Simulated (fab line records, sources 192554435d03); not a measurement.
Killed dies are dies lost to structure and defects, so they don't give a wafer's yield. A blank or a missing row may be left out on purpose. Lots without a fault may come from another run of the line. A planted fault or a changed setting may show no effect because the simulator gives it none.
Split-lot experiment | flow n5_finfet | 7 lots, 21 wafers read, on a route of 1938 steps

THE SPLIT
At N5_BEOL_M6_COAT_22 (resist thk 30 nm), the setting spin_rpm was moved away from the recipe's 1500 rpm on 4 of the 21 wafers read, by +2.9% to +9.1%. The other wafers ran this setting at the recipe's value.

FROM THE SPLIT TO THE READING: what the file shows between them, 2 steps
- N5_BEOL_M6_EBR_24
- N5_BEOL_M6_SOFTBAKE_23: time 60 s

THE READING
CAR-EUV_of_BEOL_M6_COAT_22.thk_nm (the simulator's own value, which no gauge read), in nm, at N5_BEOL_M6_DESCUM_33 (chemistry O2, time 7 s). The file gives no usual value for it. The 17 wafers here that ran the recipe average 26.2 nm, standard deviation 0.13 nm.

wafer  | tool, chamber at the split | spin_rpm as run, rpm | against the recipe | CAR-EUV_of_BEOL_M6_COAT_22.thk_nm, nm | against lot-mates on the recipe
L075.1 | litho_track-05, 0          | 1636                 | +9.1%              | 24.8                                  | -1.2
L075.2 | litho_track-05, 0          | 1636                 | +9.1%              | 24.8                                  | -1.2
L075.4 | litho_track-05, 0          | 1500                 | recipe             | 26                                    | -
L080.3 | litho_track-01, 0          | 1500                 | recipe             | 26.4                                  | -
L080.6 | litho_track-01, 0          | 1500                 | recipe             | 26.4                                  | -
L080.5 | litho_track-01, 0          | 1500                 | recipe             | 26.2                                  | -
L082.1 | litho_track-01, 0          | 1500                 | recipe             | 26                                    | -
L082.3 | litho_track-01, 0          | 1500                 | recipe             | 26                                    | -
L082.4 | litho_track-01, 0          | 1500                 | recipe             | 26                                    | -
L084.2 | litho_track-01, 0          | 1500                 | recipe             | 26.2                                  | -
L084.3 | litho_track-01, 0          | 1500                 | recipe             | 26.2                                  | -
L084.4 | litho_track-01, 0          | 1500                 | recipe             | 26.2                                  | -
L091.1 | litho_track-01, 0          | 1500                 | recipe             | 26.2                                  | -
L091.3 | litho_track-01, 0          | 1500                 | recipe             | 26.2                                  | -
L091.6 | litho_track-01, 0          | 1570                 | +4.7%              | 25.6                                  | -0.6
L092.1 | litho_track-03, 0          | 1543                 | +2.9%              | 25.6                                  | -0.4
L092.5 | litho_track-03, 0          | 1500                 | recipe             | 26                                    | -
L092.6 | litho_track-03, 0          | 1500                 | recipe             | 26                                    | -
L095.3 | litho_track-03, 0          | 1500                 | recipe             | 26.2                                  | -
L095.4 | litho_track-03, 0          | 1500                 | recipe             | 26.2                                  | -
L095.6 | litho_track-03, 0          | 1500                 | recipe             | 26.2                                  | -

THE FIT
A straight line over all 21 wafers: CAR-EUV_of_BEOL_M6_COAT_22.thk_nm changes by -0.147 nm for each +1% of spin_rpm; r = -0.96; the points scatter about the line by 0.13 nm.
The same after taking each lot's own level away (the mean of its wafers on the recipe; 21 wafers): -0.132 nm for each +1%; r = -1.00; scatter 0.038 nm.
On that fit, the largest move of spin_rpm shifts the reading by 1.2 nm.
The lots' own levels span 26.00 to 26.33 nm, that is 2.6 times the standard deviation above.
So the lot-to-lot level changes the slope: the two fits differ.
Check: with one of the wafers moved furthest among these (+9.1%) left out of the fit, the line predicts -1.2 nm for it against its lot-mates. It came out at -1.2 nm against them.

OTHER SPLITS ON THESE WAFERS
These wafers also went through other splits before the reading. Each is held against what the fit with the lots' levels taken away leaves over:
other split on the same wafers | wafers away from the commonest value | r with CAR-EUV_of_BEOL_M6_COAT_22.thk_nm (lot level and that fit taken away)
N5_BEOL_M3_EXPOSE_25 dose_mj   | 4                                    | -0.06
N5_BEOL_M3_DEP_57 time_s       | 6                                    | +0.16
N5_BEOL_M5_EXPOSE_25 dose_mj   | 7                                    | +0.05
N5_BEOL_M6_COAT_63 spin_rpm    | 7                                    | -0.38

THE WHOLE CHAIN: every reading that the file lists as answering this split, in the file's order
step                 | what it does           | reading                                                                            | change (the file's fit)               | r (the file's)
N5_BEOL_M6_COAT_22   | resist thk 30 nm       | CAR-EUV_of_BEOL_M6_COAT_22.thk_nm (the simulator's own value, which no gauge read) | -0.155 nm for each +1% of the setting | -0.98
N5_BEOL_M6_DESCUM_33 | chemistry O2, time 7 s | CAR-EUV_of_BEOL_M6_COAT_22.thk_nm (the simulator's own value, which no gauge read) | -0.132 nm for each +1% of the setting | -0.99

THE FILE'S OWN FIT
CAR-EUV_of_BEOL_M6_COAT_22.thk_nm changes by -0.132 nm for each +1% of spin_rpm, r = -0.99.
